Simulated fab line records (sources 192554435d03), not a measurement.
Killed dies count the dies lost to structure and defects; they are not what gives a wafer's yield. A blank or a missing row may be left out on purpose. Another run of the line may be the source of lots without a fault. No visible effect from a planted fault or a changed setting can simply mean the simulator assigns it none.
Struck lot and sound lot, side by side -- flow n5-finfet -- 22 steps out of a route of 1938
Sound: these wafers, L548.3, L548.5, L548.6. Struck: wafer L554.3 (left out: L554.6, a lot-mate that was not struck); the cause follows at the end.
For every step that has rows: the tool of each side, followed by ch and its chambers, followed by its first start. Under that, the readings that differ: sound wafers -- struck wafers -- difference of the means -- sigmas: that difference in standard deviations of wafers without a fault.
alike: words and numbers the same on both sides, and readings whose means are apart by under 2 such deviations; not compared: readings that were withheld, readings missing a value for some wafer, numbers with overlapping values and no deviation given by the record, and bounds like >300 which may hide the same value.
A row with sigmas, a row that says differs or no value, or rows on one side alone: a step with any of these is where the two part. When numbers do not overlap yet have no deviation, they are printed without sigmas and do not part them. A reading missing from all wafers of one side parts the sides only when that side holds two or more wafers.

first, 3 steps without rows for these wafers: N5_PMOS_HMC_CHANNEL_EPI_EXPOSE_06 (exposes mask PMOS HMC BLK, target cd 240 nm); N5_PMOS_HMC_CHANNEL_EPI_PEB_07 (peb time 60 s); N5_PMOS_HMC_CHANNEL_EPI_DEVELOP_08 (develop time 30 s).
N5_PMOS_HMC_CHANNEL_EPI_CD_MEAS_09 targets a cd of 237.4 nm.
  sound on cd-sem-01 ch 0, day 2 05:05; struck on cd-sem-02 ch 0, day 3 19:14
reading,sound,struck,difference,sigmas
cd-nm (nm),238.5 238.0 238.2,235.7,-2.5,-3
N5_PMOS_HMC_CHANNEL_EPI_OVL_MEAS_10:
  sound on overlay-01 ch 0, day 2 05:07; struck on overlay-02 ch 0, day 3 19:16
  alike: PMOS_HMC_BLK_OVL
N5_PMOS_HMC_CHANNEL_EPI_INSPECT_11: inspects for defects (macro).
  sound on defect-inspect-02 at day 2 05:08; struck on defect-inspect-01 at day 3 19:17
  alike: raw-defect-count
N5_PMOS_HMC_CHANNEL_EPI_DESCUM_14: chemistry O2, time 7.9 s.
  sound on rie-diel-02 ch 2,3, day 2 05:10; struck on rie-diel-02 ch 3, day 3 19:19
  alike: drypump-motor-current-A, oes-product-au, rf-fwd-power-W, rf-vpp-V, showerhead-plenum-p-Torr, throttle-valve-pct
  not compared: rf-hours-counter-h
then, 1 step without rows for these wafers: N5_PMOS_HMC_CHANNEL_EPI_ETCH_32 (etches BARC in N2/H2, stops on SiO2, target depth 85.8 nm, time 50.3 s).
N5_PMOS_HMC_CHANNEL_EPI_HM_OPEN_15: chemistry CHF3/O2, target SiO2, target depth 40.6 nm, time 20.3 s.
  sound on rie-diel-02 ch 2,3, day 2 05:15; struck on rie-diel-02 ch 3, day 3 19:24
  alike: drypump-motor-current-A, oes-product-au, rf-fwd-power-W, rf-vpp-V, showerhead-plenum-p-Torr, throttle-valve-pct
  not compared: rf-hours-counter-h
N5_PMOS_HMC_CHANNEL_EPI_STRIP_33: strips in N2/H2.
  sound on rie-diel-02 ch 2,3, day 2 05:19; struck on rie-diel-02 ch 3, day 3 19:28
  alike: drypump-motor-current-A, h2-flow-sccm, oes-product-au, rf-vpp-V, showerhead-plenum-p-Torr, throttle-valve-pct
  not compared: rf-hours-counter-h
then, 1 step without rows for these wafers: N5_PMOS_HMC_CHANNEL_EPI_STRIP_17 (strips in SPM, time 750 s).
N5_PMOS_HMC_CHANNEL_EPI_ETCH_38: etches SiO2 in CF4, target depth 1.5 nm.
  sound on rie-si-04 ch 1,2, day 2 05:37; struck on rie-si-04 ch 1, day 3 19:46
  alike: drypump-motor-current-A, oes-product-au, rf-fwd-power-W, throttle-valve-pct
  not compared: rf-hours-counter-h
N5_PMOS_HMC_CHANNEL_EPI_FIN_RECESS_16: chemistry HBr/Cl2, target Si, target depth 54 nm, time 18 s.
  sound on rie-si-04 ch 1,2, day 2 05:38; struck on rie-si-04 ch 1, day 3 19:47
reading,sound,struck,difference,sigmas
oes-product-au (a.u.),0.981 0.990 0.980,1.229,+0.245,+18
throttle-valve-pct (%),35.37 35.37 35.37,35.00,-0.37,-2
model.PMOS_HMC_CHANNEL_EPI.feature-depth-nm (nm),53.27 53.26 53.33,76.99,+23.70,
model.etch.depth-nm (nm),53.27 53.26 53.33,76.99,+23.70,
model.SiO2_of_PMOS_HMC_CHANNEL_EPI_HM_DEP_34.thk-nm (nm),29.07 30.63 30.12,28.82,-1.12,
  alike: drypump-motor-current-A, rf-fwd-power-W
  not compared: rf-hours-counter-h
then, 1 step without rows for these wafers: N5_PMOS_HMC_CHANNEL_EPI_PRECLEAN_36 (cleans in O3/DIW, time 45 s).
N5_PMOS_HMC_CHANNEL_EPI_PRECLEAN_18: cleans in DHF, time 30 s.
  sound on wet-bench-06 ch 2,4,7, day 2 05:44; struck on wet-bench-02 ch 7, day 3 19:55
reading,sound,struck,difference,sigmas
model.SiO2_of_PMOS_HMC_CHANNEL_EPI_HM_DEP_34.thk-nm (nm),23.39 24.95 24.43,23.2,-1.1,
then, 4 steps without rows for these wafers: N5_PMOS_HMC_CHANNEL_EPI_SRD_19 (time 30 s); N5_PMOS_HMC_CHANNEL_EPI_EPI_20 (deposits SiGe30, target thk 59 nm); N5_PMOS_HMC_CHANNEL_EPI_HM_STRIP_35 (strips SiO2 in dHF, material SiO2, target depth 39.6 nm, time 216 s); N5_PMOS_HMC_CHANNEL_EPI_SRD_39 (time 30 s).
N5_PMOS_HMC_CHANNEL_EPI_CMP_21: polishes SiGe30, target thk 54 nm.
  sound on cmp-01 ch 0,3, day 2 07:34; struck on cmp-02 ch 0, day 3 21:47
reading,sound,struck,difference,sigmas
motor-current-A (A),11.6 12.0 11.1,14.2,+2.6,+2
  alike: slurry-filter-dp-kPa
N5_PMOS_HMC_CHANNEL_EPI_THK_MEAS_22:
  sound on film-metro-01 at day 2 07:50; struck on film-metro-01 at day 3 22:02
reading,sound,struck,difference,sigmas
HMC_CMP_THK (nm),53.4 53.2 53.4,58.9,+5.6,+6
then, 1 step without rows for these wafers: N5_PMOS_HMC_CHANNEL_EPI_PRECLEAN_40 (cleans in DHF, time 30 s).

## WHERE THEY PART
Last at N5_PMOS_HMC_CHANNEL_EPI_THK_MEAS_22 as far as this record goes, first at N5_PMOS_HMC_CHANNEL_EPI_CD_MEAS_09.

WHY: the cause the simulator had injected
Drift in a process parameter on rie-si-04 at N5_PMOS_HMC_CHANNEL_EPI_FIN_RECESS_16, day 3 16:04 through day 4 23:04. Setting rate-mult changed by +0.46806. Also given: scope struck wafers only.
